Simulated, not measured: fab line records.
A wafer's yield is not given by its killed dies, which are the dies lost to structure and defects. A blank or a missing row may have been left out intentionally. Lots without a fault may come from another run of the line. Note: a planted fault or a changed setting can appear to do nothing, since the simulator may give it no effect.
Matching of chambers -- flow n5-finfet -- N5_FIN_CUT_CUT_ETCH_27 on rie-diel-02 has 4 sister chambers
The step etches SiO2 in CHF3/O2, target depth 4 nm, overetch 2 nm, time 4.9 s. 18 wafers are shown with their chamber, then 9 later ones without.

## WAFERS PAIRED WITH THEIR CHAMBERS
wafer,chamber,showerhead-plenum-p-Torr (Torr),throttle-valve-pct (%),drypump-motor-current-A (A)
L076.1,2,2.35,18.65,5.1
L076.4,1,2.51,18.76,5.5
L076.5,2,2.35,18.66,5.1
L078.1,1,2.51,18.78,5.5
L078.2,0,2.29,19.38,5.1
L078.3,3,2.48,18.84,6.5
L080.1,1,2.51,18.81,5.6
L080.2,2,2.35,18.67,5.1
L080.6,0,2.28,19.38,5.1
L081.2,3,2.48,18.84,6.6
L081.4,1,2.51,18.81,5.6
L081.5,3,2.48,18.83,6.5
L082.3,1,2.51,18.79,5.6
L082.4,3,2.48,18.84,6.5
L082.5,2,2.35,18.68,5.1
L084.1,1,2.51,18.79,5.5
L084.3,3,2.47,18.86,6.6
L084.5,3,2.47,18.84,6.6

SIGNATURES (means of the wafers above)
reading,chamber 0,chamber 1,chamber 2,chamber 3,scatter within a chamber
showerhead-plenum-p-Torr,2.2850,2.5100,2.3500,2.4767,0.00362
throttle-valve-pct,19.3800,18.7900,18.6650,18.8417,0.0141
drypump-motor-current-A,5.100,5.550,5.100,6.550,0.0463
Rule: for a wafer and a chamber, the distance is found by dividing, reading by reading, the gap between the wafer's reading and the chamber's mean by the reading's scatter, squaring, summing and taking the root. If the next closest chamber is less than 2 further off than the closest, the wafer can't be placed; otherwise it belongs to the closest. The scatter: take each reading less its chamber's mean, square it, sum over the shown wafers, divide by the number of wafers less the number of chambers, and take the root.

## WAFERS WITH NO CHAMBER GIVEN
wafer,showerhead-plenum-p-Torr (Torr),throttle-valve-pct (%),drypump-motor-current-A (A)
L088.3,2.35,18.70,5.1
L088.4,2.50,18.80,5.6
L088.5,2.34,18.69,5.1
L091.1,2.34,18.70,5.0
L091.2,2.47,18.86,6.6
L091.5,2.47,18.86,6.6
L096.1,2.47,18.46,6.6
L096.2,2.50,18.84,5.6
L096.6,2.50,18.85,5.5

## EACH ONE'S CHAMBER
wafer,from the rows above,in truth
L088.3,2,2
L088.4,1,1
L088.5,2,2
L091.1,2,2
L091.2,3,3
L091.5,3,3
L096.1,3,3
L096.2,1,1
L096.6,1,1
Correct placement for 9 of the 9. Not placeable from these rows: 0. Wrongly placed: 0.
